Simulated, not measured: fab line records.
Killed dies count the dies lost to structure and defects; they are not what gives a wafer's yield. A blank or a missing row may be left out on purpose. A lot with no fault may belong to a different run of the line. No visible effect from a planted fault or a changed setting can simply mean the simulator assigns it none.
Matching of chambers    flow n5-finfet    N5_HKMG_FIN_ETCH_58 on rie-diel-06 has 4 sister chambers
The step etches SOC in N2/H2, target depth 215.8 nm, time 741 s. 14 wafers are shown with their chamber, then 7 later ones without.

## WAFERS PAIRED WITH THEIR CHAMBERS
wafer   chamber  showerhead-plenum-p-Torr (Torr)  drypump-motor-current-A (A)  throttle-valve-pct (%)
L076.1  3        2.42                             6.4                          17.64
L076.4  0        2.63                             5.1                          17.95
L076.6  2        2.41                             5.6                          17.79
L080.1  2        2.41                             5.6                          17.81
L080.4  0        2.62                             5.1                          17.96
L080.5  2        2.41                             5.6                          17.81
L081.3  1        2.55                             5.4                          17.35
L081.5  2        2.41                             5.6                          17.82
L081.6  3        2.42                             6.4                          17.66
L085.1  2        2.41                             5.6                          17.84
L085.2  0        2.62                             5.0                          17.98
L085.3  3        2.42                             6.5                          17.67
L086.1  3        2.42                             6.4                          17.67
L086.2  1        2.54                             5.4                          17.37

SIGNATURES (means of the wafers above)
reading                   chamber 0  chamber 1  chamber 2  chamber 3  scatter within a chamber
showerhead-plenum-p-Torr  2.6233     2.5450     2.4100     2.4200     0.00342
drypump-motor-current-A   5.067      5.400      5.600      6.425      0.0376
throttle-valve-pct        17.9633    17.3600    17.8140    17.6600    0.0161
Rule: a wafer lies at a distance from a chamber equal to the root of the sum of squares, over the readings, of (its reading less the chamber's mean, divided by the reading's scatter). The wafer belongs to the nearest chamber; if the next one is less than 2 further off, it can't be placed. The scatter is the square root of a quotient: the sum, over the shown wafers, of each reading's squared deviation from its chamber's mean, divided by wafers minus chambers.

## WAFERS WITHOUT THEIR CHAMBER
wafer   showerhead-plenum-p-Torr (Torr)  drypump-motor-current-A (A)  throttle-valve-pct (%)
L086.4  2.40                             5.6                          17.85
L094.3  2.41                             6.4                          17.71
L094.4  2.61                             5.0                          18.00
L094.5  2.53                             5.4                          17.38
L096.1  2.60                             5.0                          18.04
L096.2  2.41                             6.5                          17.73
L096.5  2.41                             6.5                          17.73

## THE CHAMBER EACH PASSED THROUGH
wafer   from the rows above  in truth
L086.4  2                    2
L094.3  3                    3
L094.4  0                    0
L094.5  1                    1
L096.1  0                    0
L096.2  3                    3
L096.5  3                    3
7 of 7 placed correctly. Can't be placed from these rows: 0. 0 placed wrongly.
